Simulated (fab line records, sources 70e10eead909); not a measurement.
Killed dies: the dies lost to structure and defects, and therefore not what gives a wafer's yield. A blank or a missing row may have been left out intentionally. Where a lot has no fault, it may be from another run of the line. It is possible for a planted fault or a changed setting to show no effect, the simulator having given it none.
Matching of chambers | flow nandHarc | 4 sister chambers for NHARC_P_BONDPAD_CMP_32 on cmp-01
The step polishes SiCN, target thk 200 nm. 4 wafers are shown with their chamber, then 7 later ones without.

== WAFERS, EACH WITH ITS CHAMBER ==
wafer  | chamber | motorCurrentA (A)
L085.1 | 1       | 13.6
L085.2 | 3       | 14.6
L086.1 | 0       | 12.7
L086.2 | 2       | 10.4

== WAFERS WITH NO CHAMBER GIVEN ==
wafer  | motorCurrentA (A)
L086.5 | 11.6
L092.1 | 12.6
L092.4 | 13.3
L092.6 | 12.4
L097.3 | 10.9
L097.4 | 12.5
L097.6 | 13.3

== THE CHAMBER EACH PASSED THROUGH ==
wafer  | from the rows above          | in truth
L086.5 | can't be placed: 0 or 2 or 1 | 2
L092.1 | can't be placed: 0 or 1      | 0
L092.4 | can't be placed: 1 or 0 or 3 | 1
L092.6 | can't be placed: 0 or 1      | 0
L097.3 | 2                            | 2
L097.4 | can't be placed: 0 or 1      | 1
L097.6 | can't be placed: 1 or 0 or 3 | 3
Placed correctly: 1 of 7. Not placeable from these rows: 6 (in 6, the candidates include the true chamber). 0 placed wrongly.
How it was worked out, from the rows above alone: a wafer's distance from a chamber is the root of the sum, over the readings, of the square of ((its reading less the chamber's mean) divided by the reading's scatter). The wafer belongs to the nearest chamber; if the next one is less than 2 further off, it can't be placed. Each chamber's mean is taken over the wafers shown for it. The scatter: root of mean squared gap, hidden wafer to nearest shown wafer, with one shown wafer a chamber.
